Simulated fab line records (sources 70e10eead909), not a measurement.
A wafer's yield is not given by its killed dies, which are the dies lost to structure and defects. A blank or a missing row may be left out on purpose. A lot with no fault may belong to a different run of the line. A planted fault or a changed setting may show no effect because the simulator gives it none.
fab line records	flow nand-harc
record lots=6	wafers=18	last-day=34
route steps=1302 shown A_CHANNEL_HOLE_D2@603 A_CHANNEL_FILL_D2@610
lots with no fault: from the same line, run without faults
start-h: start of the lot's first displayed wafer, in hours after the record's first day	wait-h: hours elapsed since this lot's preceding step	" unchanged from the row above	L1.1+2: a single row standing in for several wafers	- no value, or no start given	* or withheld: withheld	< > ~ a bound
route shown NAME@n: names a module that has steps shown in the file, with the first one's number in the route	usual: mean/standard deviation taken from wafers without a fault	same: alike in all rows	chamber/n: place in a boat	sites: the reading at each site	_std_site: the values' standard deviation	_edge_site: the outer-site mean with the inner-site mean subtracted	radius-mm: how far each site lies from the wafer's centre	mask NAME#n: copy n	behind: tool/chamber where the wafer was last shaped	hold: the reason the lot was held/the length of the hold in hours/how it ended	device: names the non-switching transistor (n, p or np)	end of line: the same wafers' tests at the end of the route	a step with no rows: only its recipe	killed: dies that structure and defects cost at the first sort, which is not the same as the wafer's yield	map: a wafer's dies, marking killed ones x, the rest . and places with no die _
set.NAME: the run value of the setting; set.NAME@STEP: its run value at that earlier step	model.NAME: the simulator's own value behind a step, which no gauge read
lots seen at some steps along the route; tables by step, rows by wafer
services: from which hour (start-h, from the record's first day; less than 0 if before it) a tool's chamber was out of use, for how many hours, and why
## steps
# step NHARC_A_CHANNEL_HOLE_D2_ETCH_44
# recipe target-depth-a=1400	overetch-a=140	time-s=77	ion-energy-ev=100	cf4-flow-sccm=80	o2-flow-sccm=20	ar-flow-sccm=0	rf-w=300	bias-w=100	chemistry=CF4/O2
# usual cf4-flow-sccm=79.99/0.23	drypump-motor-current-A=5.62/0.24	o2-flow-sccm=19.99/0.061	oes-product-au=0.997/0.013	rf-vpp-V=198.3/1.3	showerhead-plenum-p-Torr=1.36/0.054	throttle-valve-pct=13.396/0.0095
lot.wafer	tool	chamber	start-h	wait-h	cf4-flow-sccm	drypump-motor-current-A	o2-flow-sccm	oes-product-au	rf-hours-counter-h	rf-vpp-V	showerhead-plenum-p-Torr	throttle-valve-pct
L193.4	rie-diel-06	3	303.44	0.1	80.29	5.82	20.09	0.989	11	199.8	1.38	13.396
L193.2	"	1	"	"	80.04	5.65	20.02	1.010	9	197.6	1.35	13.402
L193.5	"	3	"	"	80.19	5.82	20.05	0.987	-	197.6	1.38	13.399
L197.4	rie-diel-06	3	336.61	0.1	79.99	5.80	19.94	0.984	0	198.5	1.39	13.386
L197.1	"	1	"	"	79.82	5.64	20.00	0.997	0	197.5	1.35	13.375
L197.6	"	3	"	"	79.90	5.85	19.97	0.998	-	198.1	1.38	13.388
L204.2	rie-diel-06	3	420.04	0.1	79.71	5.81	20.02	0.986	4	198.4	1.38	13.380
L204.1	"	1	"	"	79.93	5.68	20.03	1.006	4	198.0	1.34	13.396
L204.6	"	3	"	"	80.05	5.78	20.00	0.978	-	197.6	1.38	13.400
L205.4	rie-diel-06	2	421.72	0.1	79.75	5.53	20.05	1.007	4	198.7	1.37	13.379
L205.1	"	3	"	"	79.94	5.80	19.96	0.987	4	199.1	1.38	13.400
L205.2	"	1	"	"	80.20	5.66	19.93	0.997	4	197.8	1.34	13.390
L215.2	rie-diel-07	1	517.20	0.1	79.97	5.51	20.14	1.009	2	198.9	1.33	13.398
L215.3	"	3	"	"	80.30	5.28	19.93	1.005	2	197.3	1.28	13.397
L215.5	"	1	"	"	80.34	5.55	19.99	1.009	-	198.5	1.33	13.412
L216.4	rie-diel-01	0	527.70	0.1	79.76	6.07	20.08	0.997	11	196.5	1.26	13.388
L216.2	"	2	"	"	79.68	5.72	20.04	0.996	8	200.1	1.42	13.383
L216.6	"	0	"	"	79.90	6.02	20.04	1.000	-	196.7	1.26	13.401
# step NHARC_A_CHANNEL_HOLE_D2_STRIP_28
# recipe o2-flow-sccm=500	ar-flow-sccm=0	bias-w=0	chemistry=O2
# usual drypump-motor-current-A=5.62/0.23	o2-flow-sccm=499.8/1.4	oes-product-au=0.998/0.013	rf-vpp-V=57.9/0.98	showerhead-plenum-p-Torr=3.58/0.14	throttle-valve-pct=17.036/0.0084
lot.wafer	tool	chamber	start-h	wait-h	drypump-motor-current-A	o2-flow-sccm	oes-product-au	rf-hours-counter-h	rf-vpp-V	showerhead-plenum-p-Torr	throttle-valve-pct
L193.4	rie-diel-06	2	-	-	5.57	499.8	1.010	11	57.5	3.63	17.037
L193.2	"	3	"	"	5.84	499.9	0.981	11	57.8	3.65	17.036
L193.5	"	2	"	"	5.55	500.0	1.001	-	58.1	3.63	17.029
L197.1	rie-diel-06	0	-	-	5.18	500.2	0.997	0	58.6	3.70	17.030
L197.4	"	2	"	"	5.59	497.6	1.005	0	57.7	3.63	17.047
L197.6	"	0	"	"	5.19	499.9	0.995	-	59.1	3.70	17.047
L204.1	rie-diel-06	3	-	-	5.83	499.6	0.983	4	58.7	3.65	17.040
L204.2	"	1	"	"	5.70	502.1	1.000	4	57.0	3.55	17.038
L204.6	"	3	"	"	5.79	498.4	0.980	-	58.5	3.65	17.029
L205.2	rie-diel-06	2	-	-	5.57	499.8	1.003	4	58.1	3.63	17.036
L205.1	"	3	"	"	5.84	500.1	0.976	4	58.3	3.65	17.022
L205.4	"	1	"	"	5.69	500.2	1.008	4	58.6	3.55	17.039
L215.2	rie-diel-07	2	-	-	5.65	499.5	1.008	2	57.6	3.29	17.042
L215.3	"	1	"	"	5.49	501.1	1.004	2	59.6	3.51	17.027
L215.5	"	2	"	"	5.62	501.6	1.013	-	56.6	3.29	17.027
L216.4	rie-diel-01	1	-	-	5.41	499.5	1.003	10	57.0	3.37	17.034
L216.2	"	0	"	"	6.06	499.2	0.998	11	56.2	3.33	17.042
L216.6	"	1	"	"	5.42	499.4	1.013	-	56.2	3.37	17.033
# step NHARC_A_CHANNEL_HOLE_D2_PRECLEAN_29
# recipe time-s=*	temp-c=50	bath-age-min=0	chemistry=SC1
# step NHARC_A_CHANNEL_HOLE_D2_SRD_30
# step NHARC_A_CHANNEL_HOLE_D2_CD_MEAS_31
# usual cd-nm=90.9/1.7
lot.wafer	tool	chamber	start-h	wait-h	cd-nm
L193.2	cd-sem-03	-	304.24	-	88.6
L193.4	"	-	"	"	91.4
L193.5	"	-	"	"	91.4
L197.1	cd-sem-03	-	337.40	-	89.8
L197.4	"	-	"	"	93.4
L197.6	"	-	"	"	91.5
L204.1	cd-sem-01	-	420.84	-	90.0
L204.2	"	-	"	"	92.4
L204.6	"	-	"	"	91.4
L205.1	cd-sem-02	-	422.52	-	91.6
L205.2	"	-	"	"	91.2
L205.4	"	-	"	"	90.1
L215.2	cd-sem-03	-	518.01	-	91.8
L215.3	"	-	"	"	91.9
L215.5	"	-	"	"	90.8
L216.2	cd-sem-03	-	528.50	-	90.8
L216.4	"	-	"	"	90.7
L216.6	"	-	"	"	92.0
# step NHARC_A_CHANNEL_HOLE_D2_XSEM_32
# recipe landing-energy-ev=35000
# usual bot-cd-nm=75.7/1.9	bow-nm=8.68/0.23	tilt-deg=0.08/0.035
lot.wafer	tool	chamber	start-h	wait-h	bot-cd-nm	bow-nm	tilt-deg
L193.2	xsem-01	0	304.33	0.1	74.2	8.71	0.00
L193.4	"	0	"	"	76.9	8.74	0.01
L193.5	"	0	"	"	76.8	8.75	0.00
L197.1	xsem-01	0	337.49	0.1	74.1	8.74	0.08
L197.4	"	0	"	"	77.0	8.79	0.08
L197.6	"	0	"	"	75.4	8.83	0.08
L204.1	xsem-01	0	420.92	0.1	75.3	9.09	0.07
L204.2	"	0	"	"	78.2	8.97	0.08
L204.6	"	0	"	"	76.9	8.98	0.08
L205.1	xsem-02	0	422.63	0.1	75.8	8.37	0.10
L205.2	"	0	"	"	76.3	8.23	0.10
L205.4	"	0	"	"	75.0	8.35	0.09
L215.2	xsem-02	0	518.10	0.1	77.1	8.34	0.11
L215.3	"	0	"	"	76.5	8.33	0.11
L215.5	"	0	"	"	75.5	8.31	0.11
L216.2	xsem-02	0	528.59	0.1	76.2	9.00	0.06
L216.4	"	0	"	"	76.1	8.88	0.06
L216.6	"	0	"	"	77.6	8.97	0.07
# step NHARC_A_CHANNEL_HOLE_D2_INSPECT_40
# usual raw-defect-count=291/94
lot.wafer	tool	chamber	start-h	wait-h	raw-defect-count
L193.2	defect-inspect-02	-	304.42	-	294
L193.4	"	-	"	"	341
L193.5	"	-	"	"	394
L197.1	defect-inspect-01	-	337.59	-	465
L197.4	"	-	"	"	375
L197.6	"	-	"	"	432
L204.1	defect-inspect-02	-	421.02	-	265
L204.2	"	-	"	"	254
L204.6	"	-	"	"	245
L205.1	defect-inspect-01	-	422.72	-	410
L205.2	"	-	"	"	451
L205.4	"	-	"	"	520
L215.2	defect-inspect-01	-	518.20	-	272
L215.3	"	-	"	"	356
L215.5	"	-	"	"	243
L216.2	defect-inspect-02	-	528.68	-	191
L216.4	"	-	"	"	183
L216.6	"	-	"	"	210
# step NHARC_A_CHANNEL_FILL_D2_PRECLEAN_00
# recipe time-s=*	temp-c=50	bath-age-min=0	chemistry=SC1
# step NHARC_A_CHANNEL_FILL_D2_SRD_01
# step NHARC_A_CHANNEL_FILL_D2_ALD_02
# recipe target-thk-a=60	pulse-time-s=10	ald-cycles=60	temp-c=300	material=SiO2
# usual heater-power-w=469/38	precursor-pulse-height-rel=0.999/0.021	susceptor-temp-C=299.97/0.2
lot.wafer	tool	chamber	start-h	wait-h	heater-power-w	precursor-pulse-height-rel	susceptor-temp-C
L193.2	ald-hk-02	1	304.62	-	408	0.995	299.77
L193.4	"	3	"	"	518	0.991	299.87
L193.5	"	1	"	"	412	1.000	299.81
L197.1	ald-hk-04	2	337.82	0.1	410	0.989	299.99
L197.4	"	0	"	"	504	0.985	300.44
L197.6	"	2	"	"	412	0.954	299.82
L204.2	ald-hk-04	0	421.29	-	507	1.000	300.02
L204.1	"	1	"	"	508	0.969	299.98
L204.6	"	3	"	"	469	0.977	300.02
L205.2	ald-hk-02	0	422.99	-	491	0.988	300.30
L205.4	"	1	"	"	425	0.963	299.79
L205.1	"	2	"	"	483	1.009	300.34
L215.3	ald-hk-02	0	518.53	-	499	0.977	300.02
L215.2	"	1	"	"	424	0.977	299.94
L215.5	"	2	"	"	496	1.006	299.78
L216.4	ald-hk-04	0	528.88	-	466	1.003	299.94
L216.2	"	3	"	"	468	0.990	300.38
L216.6	"	0	"	"	476	0.998	300.11
# step NHARC_A_CHANNEL_FILL_D2_ALD_03
# recipe target-thk-a=60	pulse-time-s=60	ald-cycles=58	temp-c=630	pressure-torr=2	material=SiNx
# step NHARC_A_CHANNEL_FILL_D2_ALD_14
# recipe target-thk-a=25	pulse-time-s=10	ald-cycles=25	temp-c=300	material=SiO2
# step NHARC_A_CHANNEL_FILL_D2_ALD_15
# recipe target-thk-a=20	pulse-time-s=60	ald-cycles=19	temp-c=630	pressure-torr=2	material=SiNx
# usual precursor-pulse-height-rel=0.999/0.017	susceptor-temp-C=630.0/0.31
lot.wafer	tool	chamber	start-h	wait-h	precursor-pulse-height-rel	susceptor-temp-C
L193.2	ald-sin-batch-03	0	314.69	-	1.007	629.7
L193.4	"	0	"	"	1.011	629.7
L193.5	"	0	"	"	1.028	629.8
L197.1	ald-sin-batch-02	0	347.94	-	1.014	-
L197.4	"	0	"	"	0.983	-
L197.6	"	0	"	"	0.967	-
L204.1	ald-sin-batch-02	0	431.31	-	0.994	606.4
L204.2	"	0	"	"	0.999	606.1
L204.6	"	0	"	"	0.978	606.8
L205.1	ald-sin-batch-02	0	431.31	-	0.978	606.6
L205.2	"	0	"	"	0.998	606.9
L205.4	"	0	"	"	0.990	606.5
L215.2	ald-sin-batch-02	0	529.36	-	1.008	630.1
L215.3	"	0	"	"	1.002	629.9
L215.5	"	0	"	"	1.004	629.4
L216.2	ald-sin-batch-02	0	538.98	-	1.046	630.5
L216.4	"	0	"	"	0.984	630.2
L216.6	"	0	"	"	1.020	630.3
# step NHARC_A_CHANNEL_FILL_D2_ALD_16
# recipe target-thk-a=15	pulse-time-s=10	ald-cycles=15	temp-c=300	material=SiO2
# usual heater-power-w=470/39	precursor-pulse-height-rel=1.000/0.022	susceptor-temp-C=299.97/0.2
lot.wafer	tool	chamber	start-h	wait-h	heater-power-w	precursor-pulse-height-rel	susceptor-temp-C
L193.4	ald-hk-03	2	316.77	0.0	405	0.991	300.10
L193.2	"	3	"	"	441	1.020	300.09
L193.5	"	3	"	"	440	1.032	299.63
L197.4	ald-hk-03	1	349.98	0.1	540	1.032	299.82
L197.1	"	2	"	"	411	1.008	300.07
L197.6	"	1	"	"	523	0.973	299.90
L205.4	ald-hk-02	1	433.36	0.0	412	1.013	299.97
L205.2	"	3	"	"	520	1.005	300.20
L205.1	"	0	"	"	483	1.026	300.39
L204.2	ald-hk-03	0	433.36	0.0	498	0.994	300.04
L204.1	"	1	"	"	511	0.982	299.91
L204.6	"	0	"	"	476	1.005	299.77
L215.2	ald-hk-03	2	531.50	0.1	408	1.007	300.35
L215.3	"	3	"	"	471	1.013	299.92
L215.5	"	1	"	"	528	1.014	300.00
L216.2	ald-hk-04	2	541.04	0.0	394	1.014	299.69
L216.4	"	0	"	"	467	1.005	299.88
L216.6	"	3	"	"	468	1.005	300.02
## services
tool	chamber	start-h	hours	kind
ald-hk-04	-	282.13	4.4	repair
rie-diel-06	0	286.20	-	clean
rie-diel-06	1	286.20	-	clean
rie-diel-07	-	294.26	9.0	pm
ald-hk-02	-	306.72	2.8	repair
rie-diel-06	-	307.33	9.0	pm
rie-diel-06	1	317.35	10.1	repair
rie-diel-01	3	319.03	2.6	repair
ald-hk-02	-	321.66	0.7	repair
rie-diel-07	3	344.76	8.5	repair
ald-hk-02	-	348.86	10.0	pm
xsem-01	-	374.00	14.0	pm
rie-diel-06	0	378.75	37.1	repair
ald-hk-02	-	380.90	0.6	repair
rie-diel-01	-	381.31	9.0	pm
rie-diel-07	1	404.65	5.7	repair
rie-diel-01	0	421.47	1.5	repair
ald-hk-03	-	422.00	0.9	repair
ald-hk-04	-	432.52	10.0	pm
xsem-02	-	469.81	1.3	repair
rie-diel-07	-	471.26	9.0	pm
rie-diel-06	-	482.71	1.6	repair
rie-diel-06	-	484.33	9.0	pm
rie-diel-01	1	488.87	2.8	repair
## key
first-sign step=NHARC_A_CHANNEL_FILL_D2_ALD_15	reading=susceptor-temp-C	direction=down	sigmas=76	usual=*	struck=*
effect none on later readings
met-at NHARC_A_CHANNEL_FILL_D2_ALD_15
struck-wafers L204.1,L204.2,L204.6,L205.1,L205.2,L205.4
tester-left-out L204,L205
onset-between 347.94 431.31
fault kind=process-parameter-drift	tool=ald-sin-batch-02	chamber=-	onset-h=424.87	steps=NHARC_A_CHANNEL_FILL_D2_ALD_15	channel=temp-c	offset=*	shape=step	end-h=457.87	acts-in=*	stated=*
# tester-left-out: of these lots the tester's yield and bins aren't shown, on N5 and GAA mostly nor the transistor test; their killed dies are dies lost to structure and defects alone, not to doping, threshold or leakage, so they don't give the yield
